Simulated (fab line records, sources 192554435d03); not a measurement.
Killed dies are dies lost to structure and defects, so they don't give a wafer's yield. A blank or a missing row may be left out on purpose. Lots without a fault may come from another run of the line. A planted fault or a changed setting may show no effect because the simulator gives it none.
Chamber matching | flow n5_finfet | N5_BEOL_M2_ETCH_64 on rie_diel-04: 4 sister chambers
The step etches SOC in N2/H2, target depth 75 nm, overetch 22.5 nm, time 121.9 s. 4 wafers are shown with their chamber, then 7 later ones without.

WAFERS WITH THEIR CHAMBER
wafer  | chamber | drypump_motor_current_A (A)
L198.2 | 1       | 5.4
L198.4 | 0       | 6.1
L199.3 | 3       | 5.5
L199.4 | 2       | 4.7

WAFERS WITHOUT THEIR CHAMBER
wafer  | drypump_motor_current_A (A)
L199.5 | 6.1
L200.2 | 6.2
L200.3 | 5.5
L200.5 | 5.5
L202.2 | 6.1
L202.3 | 5.4
L202.5 | 4.7

WHICH CHAMBER EACH WENT THROUGH
wafer  | from the rows above | in truth
L199.5 | 0                   | 0
L200.2 | 0                   | 0
L200.3 | 3                   | 3
L200.5 | 3                   | 3
L202.2 | 0                   | 0
L202.3 | 1                   | 1
L202.5 | 2                   | 2
Placed correctly: 7 of 7. Can't be placed from these rows: 0. Placed wrongly: 0.
How it was worked out, from the rows above alone: a wafer's distance from a chamber is the root of the sum, over the readings, of the square of ((its reading less the chamber's mean) divided by the reading's scatter). The wafer belongs to the nearest chamber; if the next one is less than 2 further off, it can't be placed. A chamber's mean is the mean of its shown wafers. The scatter: with one shown wafer a chamber, the root of the mean of the squares of how far each hidden wafer lies from its nearest shown one.
